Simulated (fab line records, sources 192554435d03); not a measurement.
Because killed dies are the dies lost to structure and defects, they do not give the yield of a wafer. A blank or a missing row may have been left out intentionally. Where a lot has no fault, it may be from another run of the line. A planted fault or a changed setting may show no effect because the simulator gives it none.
Split-lot study | flow n5 finfet | 21 wafers read from 7 lots, route of 1938 steps

== SPLIT DETAILS ==
At N5_BEOL_M5_HM_DEP_02 (deposits TiN, target thk 20 nm), the setting target thk a was moved away from the recipe's 200 angstrom on 4 of the 21 wafers read, by -12.0% to +9.4%. All remaining wafers had this setting at the recipe value.

== FROM THE SPLIT TO THE READING: what the file shows between them, 8 steps ==
- N5_BEOL_M5_COAT_59: time 60 s, resist thk 60 nm
- N5_BEOL_M5_COAT_60: time 60 s, resist thk 12 nm
- N5_BEOL_M5_STRIP_73: strips in N2/H2
- N5_BEOL_M5_STRIP_64: strips in CF4
- N5_BEOL_M5_HM_OPEN_17: chemistry Cl2/BCl3, target TiN, target depth 20 nm, overetch 6 nm
- N5_BEOL_M5_STRIP_19: strips in O2
- N5_BEOL_M5_STRIP_85: strips in C4F6/O2
- N5_BEOL_M5_STRIP_36: strips in N2/H2

== THE READING ==
TiN_of_BEOL_M5_HM_DEP_02.thk nm (the simulator's own value, which no gauge read), in nm, at N5_BEOL_M5_TRENCH_ETCH_37 (etches SiCOH lowk in C4F6/O2, target depth 71.652 nm, time 24.7 s). The file does not state a usual value for it. The 17 wafers here that ran the recipe average 17.8 nm, standard deviation 0.28 nm.

wafer  | tool, chamber at the split | target thk a as run, angstrom | against the recipe | TiN_of_BEOL_M5_HM_DEP_02.thk nm, nm | against lot-mates on the recipe
L074.3 | pvd sputter-03, -          | 200                           | recipe             | 17.6                                | -
L074.4 | pvd sputter-03, -          | 200                           | recipe             | 17.6                                | -
L074.6 | pvd sputter-03, -          | 200                           | recipe             | 17.4                                | -
L075.2 | pvd sputter-01, -          | 200                           | recipe             | 18.2                                | -
L075.3 | pvd sputter-01, -          | 200                           | recipe             | 18.2                                | -
L075.5 | pvd sputter-01, -          | 200                           | recipe             | 18.4                                | -
L086.2 | pvd sputter-02, -          | 200                           | recipe             | 17.6                                | -
L086.5 | pvd sputter-02, -          | 218.8                         | +9.4%              | 19.8                                | +2.0
L086.6 | pvd sputter-02, -          | 200                           | recipe             | 18                                  | -
L088.1 | pvd sputter-02, -          | 176.1                         | -12.0%             | 15.2                                | -2.4
L088.3 | pvd sputter-02, -          | 176.1                         | -12.0%             | 15.2                                | -2.4
L088.5 | pvd sputter-02, -          | 200                           | recipe             | 17.6                                | -
L089.1 | pvd sputter-01, -          | 200                           | recipe             | 17.8                                | -
L089.3 | pvd sputter-01, -          | 200                           | recipe             | 17.8                                | -
L089.4 | pvd sputter-01, -          | 180                           | -10.0%             | 15.4                                | -2.4
L092.1 | pvd sputter-02, -          | 200                           | recipe             | 17.6                                | -
L092.4 | pvd sputter-02, -          | 200                           | recipe             | 18                                  | -
L092.6 | pvd sputter-02, -          | 200                           | recipe             | 18                                  | -
L097.1 | pvd sputter-01, -          | 200                           | recipe             | 17.8                                | -
L097.3 | pvd sputter-01, -          | 200                           | recipe             | 17.6                                | -
L097.4 | pvd sputter-01, -          | 200                           | recipe             | 17.4                                | -

THE FIT
A straight line over all 21 wafers: TiN_of_BEOL_M5_HM_DEP_02.thk nm changes by +0.221 nm for each +1% of target thk a; r = +0.97; the points scatter about the line by 0.27 nm.
The same after taking each lot's own level away (the mean of its wafers on the recipe; 21 wafers): +0.211 nm for each +1%; r = +0.99; scatter 0.15 nm.
The reading moves by 2.5 nm for the largest change in target thk a, on that fit.
The lots' own levels span 17.53 to 18.27 nm, that is 2.6 times the standard deviation above.
Hence the lot-to-lot level has little effect on the slope; both slopes agree.
Check: -2.58 nm against its lot-mates is what the line predicts for one of the wafers moved furthest among these (-12.0%) when that wafer is left out of the fit. Against them it came out at -2.4 nm.

== FURTHER SPLITS ON THESE WAFERS ==
Before the reading, these wafers also passed through other splits. Each is held against what the fit with the lots' levels taken away leaves over:
other split on the same wafers     | wafers away from the commonest value | r with TiN_of_BEOL_M5_HM_DEP_02.thk nm (lot level and that fit taken away)
N5_BEOL_M2_ETCH_74 source w        | 6                                    | +0.27
N5_BEOL_M3_COAT_68 spin rpm        | 8                                    | -0.14
N5_BEOL_M3_ETCH_77 h2 flow sccm    | 5                                    | +0.11
N5_BEOL_M4_COAT_62 spin rpm        | 9                                    | -0.11
N5_BEOL_M4_TRENCH_ETCH_37 source w | 8                                    | -0.09
N5_BEOL_M5_PECVD_70 temp c         | 5                                    | +0.12

== THE WHOLE CHAIN: every reading that the file lists as answering this split, in the file's order ==
step                      | what it does                                                      | reading                                                                          | change (the file's fit)               | r (the file's)
N5_BEOL_M5_HM_DEP_02      | deposits TiN, target thk 20 nm                                    | TiN_of_BEOL_M5_HM_DEP_02.thk nm (the simulator's own value, which no gauge read) | +0.21 nm for each +1% of the setting  | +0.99
N5_BEOL_M5_HM_OPEN_17     | chemistry Cl2/BCl3, target TiN, target depth 20 nm, overetch 6 nm | etch.depth nm (the simulator's own value, which no gauge read)                   | +0.209 nm for each +1% of the setting | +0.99
N5_BEOL_M5_TRENCH_ETCH_37 | etches SiCOH lowk in C4F6/O2, target depth 71.652 nm, time 24.7 s | TiN_of_BEOL_M5_HM_DEP_02.thk nm (the simulator's own value, which no gauge read) | +0.216 nm for each +1% of the setting | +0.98

== THE FILE'S OWN FIT ==
TiN_of_BEOL_M5_HM_DEP_02.thk nm changes by +0.216 nm for each +1% of target thk a, r = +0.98.
